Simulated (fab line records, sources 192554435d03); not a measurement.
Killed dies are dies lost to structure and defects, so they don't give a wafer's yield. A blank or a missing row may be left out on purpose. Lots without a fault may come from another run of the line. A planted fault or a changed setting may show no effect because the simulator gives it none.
Which tool did it? | flow n5_finfet | 23 lots, 69 wafers sampled, at 4 steps of a route of 1938

WHAT THE GAUGES READ, wafer by wafer
N5_GATE_CUT_OVL_MEAS_14. Usual: GATE_CUT_OVL 0.4 nm, standard deviation 0.71.
lot  | measured     | on         | GATE_CUT_OVL (nm) | flag
L074 | day 4 09:33  | overlay-02 | 0.3 1.2 0.9       |
L075 | day 4 15:20  | overlay-01 | 1.0 0.7 0.7       |
L076 | day 4 22:16  | overlay-02 | 0.0 -0.2 0.0      |
L077 | day 5 03:43  | overlay-02 | 0.4 0.1 0.7       |
L078 | day 5 12:05  | overlay-01 | -0.6 -0.5 0.7     |
L079 | day 5 19:26  | overlay-02 | 0.4 0.5 0.9       |
L080 | day 6 00:23  | overlay-01 | 0.2 -0.1 -0.2     |
L081 | day 6 05:22  | overlay-02 | 1.5 1.5 1.3       |
L082 | day 6 08:41  | overlay-01 | -0.3 -0.8 -0.6    |
L083 | day 6 15:10  | overlay-02 | -0.1 -0.5 -0.2    |
L084 | day 7 00:52  | overlay-02 | 0.2 -0.4 0.2      |
L085 | day 7 07:40  | overlay-01 | 0.1 -0.6 0.1      |
L087 | day 7 14:47  | overlay-02 | 0.9 0.0 0.7       |
L088 | day 7 21:37  | overlay-02 | 0.5 0.7 0.7       |
L089 | day 8 03:56  | overlay-01 | -0.6 -0.4 -0.6    |
L090 | day 8 12:40  | overlay-02 | 1.1 1.3 1.8       |
L091 | day 8 17:35  | overlay-01 | -0.4 0.0 -0.1     |
L092 | day 9 00:36  | overlay-01 | 1.3 1.1 0.6       |
L093 | day 9 04:46  | overlay-02 | 0.4 0.0 -1.2      |
L094 | day 9 16:38  | overlay-02 | 0.7 1.3 1.1       |
L095 | day 9 19:34  | overlay-02 | 0.1 -0.2 -0.6     |
L096 | day 9 22:48  | overlay-02 | 0.0 0.9 0.9       |
L097 | day 10 06:44 | overlay-01 | 1.1 2.2 -0.2      |

N5_MOL_CONTACT_COAG_THK_MEAS_29. Usual: MD_CAP_THK 17.92 nm, standard deviation 0.086.
lot  | measured     | on            | MD_CAP_THK (nm)   | flag
L074 | day 4 21:32  | film_metro-01 | 17.92 17.91 17.98 |
L075 | day 5 03:39  | film_metro-02 | 17.80 17.85 17.87 |
L076 | day 5 16:19  | film_metro-01 | 17.82 17.87 18.04 |
L077 | day 5 18:01  | film_metro-01 | 17.90 17.95 17.92 |
L078 | day 5 23:04  | film_metro-01 | 17.98 18.00 18.02 |
L079 | day 6 17:15  | film_metro-02 | 17.89 17.81 17.93 |
L080 | day 6 16:55  | film_metro-02 | 17.99 17.88 17.97 |
L081 | day 6 21:11  | film_metro-02 | 17.91 17.85 17.91 |
L082 | day 6 20:38  | film_metro-01 | 18.08 18.01 17.96 |
L083 | day 7 04:23  | film_metro-02 | 18.01 18.13 17.93 |
L084 | day 7 13:13  | film_metro-02 | 17.89 17.95 17.88 |
L085 | day 7 22:16  | film_metro-01 | 17.92 17.94 17.95 |
L087 | day 8 04:02  | film_metro-01 | 17.97 18.05 17.88 |
L088 | day 8 10:35  | film_metro-02 | 17.85 17.90 17.81 |
L089 | day 8 18:10  | film_metro-01 | 18.03 18.18 17.98 |
L090 | day 9 04:37  | film_metro-02 | 17.98 17.99 17.92 |
L091 | day 9 06:58  | film_metro-02 | 17.77 17.78 17.96 |
L092 | day 9 12:05  | film_metro-02 | 17.91 17.90 17.93 |
L093 | day 9 18:00  | film_metro-01 | 17.86 17.88 17.91 |
L094 | day 10 05:10 | film_metro-02 | 17.84 17.88 17.89 |
L095 | day 10 08:44 | film_metro-01 | 17.84 17.97 17.92 |
L096 | day 10 12:16 | film_metro-02 | 17.81 17.88 17.77 |
L097 | day 10 18:25 | film_metro-01 | 17.80 17.90 17.86 |

WHICH TOOL RAN EACH LOT (tool, then ch and the chambers of the sampled wafers, then the start)
lot  | N5_GATE_CUT_CMP_61            | N5_MOL_CONTACT_COAG_ETCH_59
L074 | cmp-02 ch 0,1, day 4 12:46    | rie_diel-03 ch 0,1,2, day 4 13:35
L075 | cmp-04 ch 1,2,3, day 4 18:41  | rie_diel-04 ch 0,1,3, day 4 19:25
L076 | cmp-04 ch 1,2,3, day 5 01:47  | rie_diel-03 ch 0,1,2, day 5 02:26
L077 | cmp-02 ch 0,1,3, day 5 07:13  | rie_diel-01 ch 0,2,3, day 5 07:52
L078 | cmp-02 ch 0,1,3, day 5 15:20  | rie_diel-03 ch 0,2,3, day 5 16:01
L079 | cmp-03 ch 0,3, day 5 22:46    | rie_diel-01 ch 1,2, day 5 23:33
L080 | cmp-04 ch 1,2, day 6 03:38    | rie_diel-04 ch 0,1,3, day 6 04:28
L081 | cmp-02 ch 0,1, day 6 08:35    | rie_diel-01 ch 2,3, day 6 09:23
L082 | cmp-04 ch 0,2,3, day 6 12:11  | rie_diel-01 ch 0,1,3, day 6 12:58
L083 | cmp-04 ch 0,3, day 6 19:05    | rie_diel-04 ch 2,3, day 6 20:01
L084 | cmp-02 ch 0,1,3, day 7 04:16  | rie_diel-01 ch 0,2, day 7 04:54
L085 | cmp-04 ch 1,2,3, day 7 11:48  | rie_diel-03 ch 0,1,2, day 7 12:37
L087 | cmp-02 ch 2,3, day 7 18:25    | rie_diel-04 ch 0,2,3, day 7 19:26
L088 | cmp-04 ch 0,2,3, day 8 01:04  | rie_diel-03 ch 0,1,2, day 8 01:42
L089 | cmp-02 ch 0,1,3, day 8 08:24  | rie_diel-01 ch 1,2,3, day 8 09:05
L090 | cmp-02 ch 0,2,3, day 8 17:31  | rie_diel-03 ch 0,2,3, day 8 18:11
L091 | cmp-02 ch 0,2,3, day 8 21:19  | rie_diel-03 ch 2,3, day 8 22:08
L092 | cmp-04 ch 0,1, day 9 03:56    | rie_diel-03 ch 0,3, day 9 04:35
L093 | cmp-03 ch 1,3, day 9 08:22    | rie_diel-01 ch 0,1,2, day 9 09:10
L094 | cmp-04 ch 0,1,2, day 9 19:59  | rie_diel-04 ch 0,1, day 9 20:40
L095 | cmp-04 ch 1,2,3, day 9 22:52  | rie_diel-04 ch 1,3, day 9 23:29
L096 | cmp-03 ch 1,2, day 10 02:04   | rie_diel-03 ch 1,3, day 10 02:53
L097 | cmp-03 ch 0,1,3, day 10 10:27 | rie_diel-03 ch 0,1,3, day 10 11:12
- N5_GATE_CUT_CMP_61: polishes, stops on SiNx, t overpolish 3 s.
- N5_MOL_CONTACT_COAG_ETCH_59: etches underlayer in N2/H2, target depth 13 nm, time 10.4 s.

WHAT THE TOOLS THEMSELVES READ (means of the sampled wafers that have a number; where no wafer has one, the mark that the record gives instead)
N5_GATE_CUT_CMP_61. Usual: head_pressure_psi 3.999 psi, standard deviation 0.0095; motor_current_A 12.5 A, standard deviation 0.89.
lot  | tool   | head_pressure_psi (psi) | motor_current_A (A) | flag
L074 | cmp-02 | 4.000                   | 12.2                |
L075 | cmp-04 | 3.991                   | 12.7                |
L076 | cmp-04 | 3.988                   | 12.6                |
L077 | cmp-02 | 4.004                   | 12.9                |
L078 | cmp-02 | 3.998                   | 12.5                |
L079 | cmp-03 | 3.998                   | 12.4                |
L080 | cmp-04 | 3.999                   | 12.3                |
L081 | cmp-02 | 3.999                   | 12.2                |
L082 | cmp-04 | 4.000                   | 12.4                |
L083 | cmp-04 | 4.003                   | 12.1                |
L084 | cmp-02 | 4.006                   | 12.4                |
L085 | cmp-04 | 3.998                   | 12.0                |
L087 | cmp-02 | 3.999                   | 13.1                |
L088 | cmp-04 | 3.995                   | 12.3                |
L089 | cmp-02 | 4.002                   | 12.8                |
L090 | cmp-02 | 3.995                   | 12.6                |
L091 | cmp-02 | 3.997                   | 12.7                |
L092 | cmp-04 | 4.002                   | 11.4                |
L093 | cmp-03 | 3.994                   | 12.8                |
L094 | cmp-04 | 4.002                   | 12.1                |
L095 | cmp-04 | 3.994                   | 12.1                |
L096 | cmp-03 | 3.994                   | 13.3                |
L097 | cmp-03 | 4.001                   | 12.6                |

N5_MOL_CONTACT_COAG_ETCH_59. Usual: drypump_motor_current_A 5.70 A, standard deviation 0.2; etch_rf_on_time_s 10.5 s, standard deviation 0.36; oes_product_au 0.66 a.u., standard deviation 0.062; rf_vpp_V 523.9 V, standard deviation 2.4; showerhead_plenum_p_Torr 2.54 Torr, standard deviation 0.085; throttle_valve_pct 17.92 %, standard deviation 0.22.
lot  | tool        | drypump_motor_current_A (A) | etch_rf_on_time_s (s) | oes_product_au (a.u.) | rf_vpp_V (V) | showerhead_plenum_p_Torr (Torr) | throttle_valve_pct (%) | flag
L074 | rie_diel-03 | 5.77                        | 10.4                  | 0.66                  | 523.6        | 2.54                            | 17.81                  |
L075 | rie_diel-04 | 5.66                        | 10.3                  | 0.62                  | 525.0        | 2.55                            | 18.17                  |
L076 | rie_diel-03 | 5.75                        | 10.4                  | 0.65                  | 523.5        | 2.54                            | 17.82                  |
L077 | rie_diel-01 | 5.76                        | 10.7                  | 0.66                  | 523.6        | 2.52                            | 17.98                  |
L078 | rie_diel-03 | 5.72                        | 10.6                  | 0.65                  | 524.0        | 2.53                            | 17.71                  |
L079 | rie_diel-01 | 5.61                        | 10.8                  | 0.68                  | 525.5        | 2.60                            | 18.16                  |
L080 | rie_diel-04 | 5.68                        | 10.2                  | 0.62                  | 524.3        | 2.55                            | 18.20                  |
L081 | rie_diel-01 | 5.73                        | 11.0                  | 0.62                  | 524.4        | 2.54                            | 18.18                  |
L082 | rie_diel-01 | 5.72                        | 10.3                  | 0.69                  | 524.6        | 2.56                            | 17.84                  |
L083 | rie_diel-04 | 5.35                        | 10.7                  | 0.61                  | 525.3        | 2.64                            | 18.12                  |
L084 | rie_diel-01 | 5.67                        | 10.7                  | 0.67                  | 523.0        | 2.52                            | 18.15                  |
L085 | rie_diel-03 | 5.78                        | 10.5                  | 0.65                  | 523.5        | 2.53                            | 17.85                  |
L087 | rie_diel-04 | 5.49                        | 10.4                  | 0.68                  | 524.1        | 2.59                            | 18.01                  |
L088 | rie_diel-03 | 5.75                        | 10.5                  | 0.64                  | 524.4        | 2.53                            | 17.85                  |
L089 | rie_diel-01 | 5.68                        | 10.7                  | 0.64                  | 524.2        | 2.58                            | 18.06                  |
L090 | rie_diel-03 | 5.72                        | 10.6                  | 0.63                  | 524.0        | 2.52                            | 17.75                  |
L091 | rie_diel-03 | 5.86                        | 10.8                  | 0.63                  | 525.1        | 2.56                            | 17.78                  |
L092 | rie_diel-03 | 5.59                        | 10.6                  | 0.62                  | 522.5        | 2.47                            | 17.73                  |
L093 | rie_diel-01 | 5.66                        | 10.6                  | 0.68                  | 523.9        | 2.56                            | 18.04                  |
L094 | rie_diel-04 | 5.88                        | 9.9                   | 0.79                  | 523.1        | 2.49                            | 17.73                  |
L095 | rie_diel-04 | 5.70                        | 10.3                  | 0.74                  | 524.2        | 2.55                            | 17.91                  |
L096 | rie_diel-03 | 5.74                        | 10.5                  | 0.66                  | 521.4        | 2.43                            | 17.86                  |
L097 | rie_diel-03 | 5.65                        | 10.6                  | 0.64                  | 521.9        | 2.45                            | 17.80                  |

THE ANSWER, worked out from the rows above alone
Rule: a lot is off if the mean of its wafers that have a number lies more than 3 standard deviations from the usual mean. A lot without any number at a reading at which 4 lots or more have one is off too. The other lots that the step has rows for count as sound. The gauges are gone through in route order, then the tools' own readings, and for those a lot's mean is taken as printed above. The first step at which some lot is off is used, and at that step the reading that is off furthest; a lot without a number counts as furthest.
No lot is off at any reading shown: from this, nothing can be told.

WHAT THE SIMULATOR HAD PUT IN
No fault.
